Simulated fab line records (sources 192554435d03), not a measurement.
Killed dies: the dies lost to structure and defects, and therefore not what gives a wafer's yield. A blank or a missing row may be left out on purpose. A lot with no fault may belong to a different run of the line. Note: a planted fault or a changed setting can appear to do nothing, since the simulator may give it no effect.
Matching of chambers | flow n5_finfet | rie_si-03 running N5_FIN_SAQP_MANDREL_ETCH_22: 4 sister chambers
The step etches a-Si in HBr/Cl2, stops on SiNx, target depth 60 nm, bt time 10 s, time 30 s. 16 wafers are shown with their chamber, then 8 later ones without.

## WAFERS, EACH WITH ITS CHAMBER
wafer  | chamber | drypump_motor_current_A (A) | throttle_valve_pct (%) | oes_product_au (a.u.)
L464.1 | 3       | 4.9                         | 35.60                  | 0.782
L464.2 | 1       | 5.6                         | 35.76                  | 0.739
L464.5 | 3       | 4.9                         | 35.58                  | 0.795
L465.1 | 2       | 5.2                         | 35.25                  | 0.781
L465.3 | 0       | 6.0                         | 35.07                  | 0.758
L465.4 | 1       | 5.6                         | 35.72                  | 0.760
L466.1 | 2       | 5.2                         | 35.28                  | 0.777
L466.2 | 1       | 5.7                         | 35.75                  | 0.753
L466.6 | 1       | 5.7                         | 35.74                  | 0.752
L474.3 | 2       | 5.2                         | 35.25                  | 0.788
L474.4 | 0       | 6.0                         | 35.04                  | 0.757
L474.6 | 1       | 5.6                         | 35.73                  | 0.772
L475.3 | 0       | 6.0                         | 35.03                  | 0.769
L475.5 | 3       | 4.9                         | 35.58                  | 0.793
L475.6 | 2       | 5.2                         | 35.23                  | 0.788
L476.2 | 2       | 5.2                         | 35.27                  | 0.782

SIGNATURES, as means of the wafers listed above
reading                 | chamber 0 | chamber 1 | chamber 2 | chamber 3 | scatter within a chamber
drypump_motor_current_A | 6.000     | 5.640     | 5.200     | 4.900     | 0.0316
throttle_valve_pct      | 35.0467   | 35.7400   | 35.2560   | 35.5867   | 0.0174
oes_product_au          | 0.76133   | 0.75520   | 0.78320   | 0.79000   | 0.00847
Rule: for a wafer and a chamber, the distance is found by dividing, reading by reading, the gap between the wafer's reading and the chamber's mean by the reading's scatter, squaring, summing and taking the root. If the next closest chamber is less than 2 further off than the closest, the wafer can't be placed; otherwise it belongs to the closest. The scatter: take each reading less its chamber's mean, square it, sum over the shown wafers, divide by the number of wafers less the number of chambers, and take the root.

## WAFERS WHOSE CHAMBER IS MISSING
wafer  | drypump_motor_current_A (A) | throttle_valve_pct (%) | oes_product_au (a.u.)
L476.4 | 4.9                         | 35.57                  | 0.785
L476.5 | 5.2                         | 35.25                  | 0.796
L477.2 | 4.9                         | 35.61                  | 0.783
L477.4 | 5.6                         | 35.73                  | 0.769
L477.5 | 4.9                         | 35.56                  | 0.792
L481.1 | 5.2                         | 35.24                  | 0.790
L481.2 | 4.9                         | 35.59                  | 0.794
L481.6 | 5.6                         | 35.72                  | 0.772

## EACH ONE'S CHAMBER
wafer  | from the rows above | in truth
L476.4 | 3                   | 3
L476.5 | 2                   | 2
L477.2 | 3                   | 3
L477.4 | 1                   | 1
L477.5 | 3                   | 3
L481.1 | 2                   | 2
L481.2 | 3                   | 3
L481.6 | 1                   | 1
Correctly placed: 8 of 8. Left unplaced by these rows: 0. Number placed wrongly: 0.
